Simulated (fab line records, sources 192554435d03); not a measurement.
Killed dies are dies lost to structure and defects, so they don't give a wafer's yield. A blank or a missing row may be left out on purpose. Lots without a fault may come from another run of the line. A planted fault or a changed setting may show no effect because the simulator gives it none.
Split-lot experiment | flow n5_finfet | 7 lots, 21 wafers read, on a route of 1938 steps

THE SPLIT
At N5_BEOL_M9_ETCH_62 (etches SOC in N2/H2, target depth 110 nm, overetch 22 nm, time 165 s), the setting time_s was moved away from the recipe's 165 s on 7 of the 21 wafers read, by -20.2% to +21.3%. The other wafers ran this setting at the recipe's value.

The reading is taken at the split's own step.

THE READING
SiARC_of_BEOL_M9_COAT_60.thk_nm (the simulator's own value, which no gauge read), in nm, at N5_BEOL_M9_ETCH_62 (etches SOC in N2/H2, target depth 110 nm, overetch 22 nm, time 165 s). The file gives no usual value for it. The 14 wafers here that ran the recipe average 23.6 nm, standard deviation 0.23 nm.

wafer  | tool, chamber at the split | time_s as run, s | against the recipe | SiARC_of_BEOL_M9_COAT_60.thk_nm, nm | against lot-mates on the recipe
L075.1 | rie_diel-01, 0             | 165              | recipe             | 23.6                                | -
L075.2 | rie_diel-01, 3             | 165              | recipe             | 23.8                                | -
L075.3 | rie_diel-01, 1             | 165              | recipe             | 23.2                                | -
L076.4 | rie_diel-01, 0             | 165              | recipe             | 23.4                                | -
L076.5 | rie_diel-01, 1             | 165              | recipe             | 23                                  | -
L076.6 | rie_diel-01, 2             | 131.7            | -20.2%             | 25                                  | +1.8
L080.1 | rie_diel-01, 3,0,2         | 165              | recipe             | 23.6                                | -
L080.2 | rie_diel-01, 3,0,2         | 165              | recipe             | 23.6                                | -
L080.5 | rie_diel-01, 3,0,2         | 165              | recipe             | 23.6                                | -
L077.1 | rie_diel-06, 0             | 135.4            | -17.9%             | 24.8                                | no lot-mate on the recipe
L077.3 | rie_diel-06, 2,0           | 135.4            | -17.9%             | 25                                  | no lot-mate on the recipe
L077.6 | rie_diel-06, 2,0           | 135.4            | -17.9%             | 25                                  | no lot-mate on the recipe
L082.3 | rie_diel-01, 0             | 165              | recipe             | 23.4                                | -
L082.4 | rie_diel-01, 1             | 200.2            | +21.3%             | 21.4                                | -2.2
L082.6 | rie_diel-01, 3             | 165              | recipe             | 23.8                                | -
L087.1 | rie_diel-01, 3             | 199.9            | +21.2%             | 22.6                                | -1.1
L087.4 | rie_diel-01, 2             | 165              | recipe             | 23.8                                | -
L087.5 | rie_diel-01, 2             | 165              | recipe             | 23.6                                | -
L095.1 | rie_diel-01, 3             | 165              | recipe             | 23.6                                | -
L095.3 | rie_diel-01, 2             | 189.8            | +15.0%             | 22.8                                | -0.9
L095.6 | rie_diel-01, 3             | 165              | recipe             | 23.8                                | -
Where a row lists several chambers, the file gives one row for several wafers and doesn't say which wafer went through which chamber.

THE FIT
A straight line over all 21 wafers: SiARC_of_BEOL_M9_COAT_60.thk_nm changes by -0.0721 nm for each +1% of time_s; r = -0.94; the points scatter about the line by 0.29 nm.
The same after taking each lot's own level away (the mean of its wafers on the recipe; 18 wafers): -0.0789 nm for each +1%; r = -0.95; scatter 0.26 nm.
On that fit, the largest move of time_s shifts the reading by 1.7 nm.
The lots' own levels span 23.20 to 23.70 nm, that is 2.2 times the standard deviation above.
So the lot-to-lot level changes the slope little: the two slopes agree.
Check: with one of the wafers moved furthest among these (+21.3%) left out of the fit, the line predicts -1.41 nm for it against its lot-mates. It came out at -2.2 nm against them.

THE WHOLE CHAIN: every reading that the file lists as answering this split, in the file's order
step                  | what it does                                                         | reading                                                                          | change (the file's fit)                                                              | r (the file's)
N5_BEOL_M9_ETCH_62    | etches SOC in N2/H2, target depth 110 nm, overetch 22 nm, time 165 s | SiARC_of_BEOL_M9_COAT_60.thk_nm (the simulator's own value, which no gauge read) | -0.0782 nm for each +1% of the setting                                               | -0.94
N5_BEOL_M9_HM_OPEN_17 | chemistry Cl2/BCl3, target TiN, target depth 20 nm, overetch 6 nm    | etch.depth_nm (the simulator's own value, which no gauge read)                   | not straight: 19.75 at the lowest setting, 19.91 at the recipe, 16.66 at the highest | not given

THE FILE'S OWN FIT
SiARC_of_BEOL_M9_COAT_60.thk_nm changes by -0.0782 nm for each +1% of time_s, r = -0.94.
